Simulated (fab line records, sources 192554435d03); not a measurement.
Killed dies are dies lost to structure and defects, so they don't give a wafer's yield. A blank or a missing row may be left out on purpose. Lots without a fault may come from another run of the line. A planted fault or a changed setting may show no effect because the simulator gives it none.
A struck lot beside a sound one | flow n5_finfet | 19 steps out of a route of 1938
Sound: wafers L215.1, L215.2, L215.5. Struck: wafers L220.3, L220.4, L220.5. The cause comes at the end.
At each step with rows: each side's tool, then ch and its chambers, then its first start. Under that, the readings that differ: sound wafers | struck wafers | difference of the means | sigmas: that difference in standard deviations of wafers without a fault.
alike: readings whose means differ by less than 2 such deviations, and words and numbers that are the same on both sides. not compared: withheld readings, readings that some wafer has no value for, bounds like >300 that may hide the same value, and numbers for which the record gives no deviation and whose values overlap.
The two part at a step that has a row with sigmas, a row that says differs or no value, or rows on one side only. Numbers that don't overlap but have no deviation are shown without sigmas and don't part them. A reading that every wafer of one side lacks parts them only if that side has two wafers or more.

first, 8 steps without rows for these wafers: N5_BEOL_M1_COAT_68 (time 60 s, resist thk 12 nm); N5_BEOL_M1_COAT_76 (time 60 s, resist thk 5 nm); N5_BEOL_M1_COAT_22 (resist thk 30 nm); N5_BEOL_M1_EBR_24; N5_BEOL_M1_SOFTBAKE_23 (time 60 s); N5_BEOL_M1_EXPOSE_25 (exposes mask V0, defocus 5 nm, target cd 24 nm); N5_BEOL_M1_PEB_26 (peb time 60 s); N5_BEOL_M1_DEVELOP_27 (develop time 30 s).
N5_BEOL_M1_CD_MEAS_28: target cd y 23.3 nm.
  sound on cd_sem-02 ch 0, day 7 21:26; struck on cd_sem-03 ch 0, day 9 07:17
  alike: cd_nm
N5_BEOL_M1_OVL_MEAS_29:
  sound on overlay-01 ch 0, day 7 21:28; struck on overlay-02 ch 0, day 9 07:19
  alike: V0_OVL
N5_BEOL_M1_INSPECT_30: inspects for defects (brightfield).
  sound on defect_inspect-01, day 7 21:32; struck on defect_inspect-01, day 9 07:22
  reading          | sound       | struck      | difference | sigmas
  raw_defect_count | 645 695 747 | 379 323 397 | -329       | -3
N5_BEOL_M1_DESCUM_33: chemistry O2, time 7 s.
  sound on rie_diel-05 ch 0,3, day 7 21:34; struck on rie_diel-05 ch 0,1,3, day 9 07:24
  alike: drypump_motor_current_A, oes_product_au, rf_vpp_V, showerhead_plenum_p_Torr, throttle_valve_pct
  not compared: rf_hours_counter_h
N5_BEOL_M1_ETCH_77: etches underlayer in N2/H2, target depth 6.5 nm, time 5.2 s.
  sound on rie_diel-05 ch 0,3, day 7 21:35; struck on rie_diel-05 ch 0,1,3, day 9 07:26
  no value came back on the struck wafers for any of 8 readings (bias_w (W), chamber_pressure_mTorr (mTorr) and others); on the sound wafers bias_w (W) reads 150.0 150.0 150.5
  reading                                      | sound          | struck       | difference | sigmas
  model.CAR-EUV_of_BEOL_M1_COAT_22.thk_nm (nm) | 20.4 20.8 20.4 | 26.2 26.2 26 | +5.6       |
  not compared: rf_hours_counter_h
N5_BEOL_M1_ETCH_69: etches SiARC in CF4, target depth 15.6 nm, time 26 s.
  sound on rie_diel-05 ch 0,3, day 7 21:37; struck on rie_diel-05 ch 0,1,3, day 9 07:27
  alike: bias_w, cf4_flow_sccm, drypump_motor_current_A, etch_rf_on_time_s, oes_product_au, rf_vpp_V, showerhead_plenum_p_Torr, throttle_valve_pct
  not compared: rf_hours_counter_h
N5_BEOL_M1_ALD_98: deposits SiO2, target thk 2.5 nm, pulse time 1 s, co reactant pulse time 1 s.
  sound on ald_sin-02 ch 0,1,2, day 7 21:41; struck on ald_sin-04 ch 0,1, day 9 07:37
  reading            | sound    | struck   | difference | sigmas
  heater_power_w (W) | 69 71 59 | 82 93 80 | +19        | +2
  alike: precursor_pulse_height_rel, susceptor_temp_C
N5_BEOL_M1_ETCHBACK_99: etches SiO2 in CHF3, target depth 5 nm, time 10.4 s.
  sound on rie_diel-05 ch 0,3, day 9 05:18; struck on rie_diel-02 ch 0,2,3, day 10 08:50
  reading                                      | sound          | struck       | difference | sigmas
  model.CAR-EUV_of_BEOL_M1_COAT_22.thk_nm (nm) | 10.6 10.8 10.6 | 16.2 16.2 16 | +5.5       |
  alike: drypump_motor_current_A, oes_product_au, rf_vpp_V, showerhead_plenum_p_Torr, throttle_valve_pct
  not compared: rf_hours_counter_h
N5_BEOL_M1_ETCH_70: etches SOC in N2/H2, target depth 80 nm, overetch 16 nm, time 120 s.
  sound on rie_diel-05 ch 0,3, day 9 05:20; struck on rie_diel-02 ch 0,2,3, day 10 08:52
  reading    | sound             | struck            | difference | sigmas
  bias_w (W) | 150.7 151.0 150.4 | 149.5 149.7 149.9 | -1.0       | -2
  alike: chamber_pressure_mTorr, drypump_motor_current_A, oes_product_au, rf_vpp_V, showerhead_plenum_p_Torr, throttle_valve_pct
  not compared: rf_hours_counter_h
-- the record jumps here: 5 days lie between the struck wafers' starts before and after (it left off in module BEOL_M1 and takes up again in module BEOL_M4, whose first step shown is number 1111 of the route) --
N5_BEOL_M4_RC_MEAS_101:
  sound on prober-02 ch 0, day 12 22:33; struck on prober-02 ch 0, day 15 09:07
  alike: DIBL_N, DIBL_P, IOFF_N, IOFF_P, ION_N, ION_P, SS_N, SS_P, VT_N, VT_P
-- the record jumps here: 5 days lie between the struck wafers' starts before and after (it left off in module BEOL_M4 and takes up again in module PASSIVATION, whose first step shown is number 1936 of the route) --
N5_PASSIVATION_PROBE_49:
  the record has rows for the struck wafers here (prober-01, day 20 12:05) and none for the sound ones

WHERE THEY PART
First at N5_BEOL_M1_INSPECT_30; last, within this record, at N5_PASSIVATION_PROBE_49.

WHY: what the simulator had put in
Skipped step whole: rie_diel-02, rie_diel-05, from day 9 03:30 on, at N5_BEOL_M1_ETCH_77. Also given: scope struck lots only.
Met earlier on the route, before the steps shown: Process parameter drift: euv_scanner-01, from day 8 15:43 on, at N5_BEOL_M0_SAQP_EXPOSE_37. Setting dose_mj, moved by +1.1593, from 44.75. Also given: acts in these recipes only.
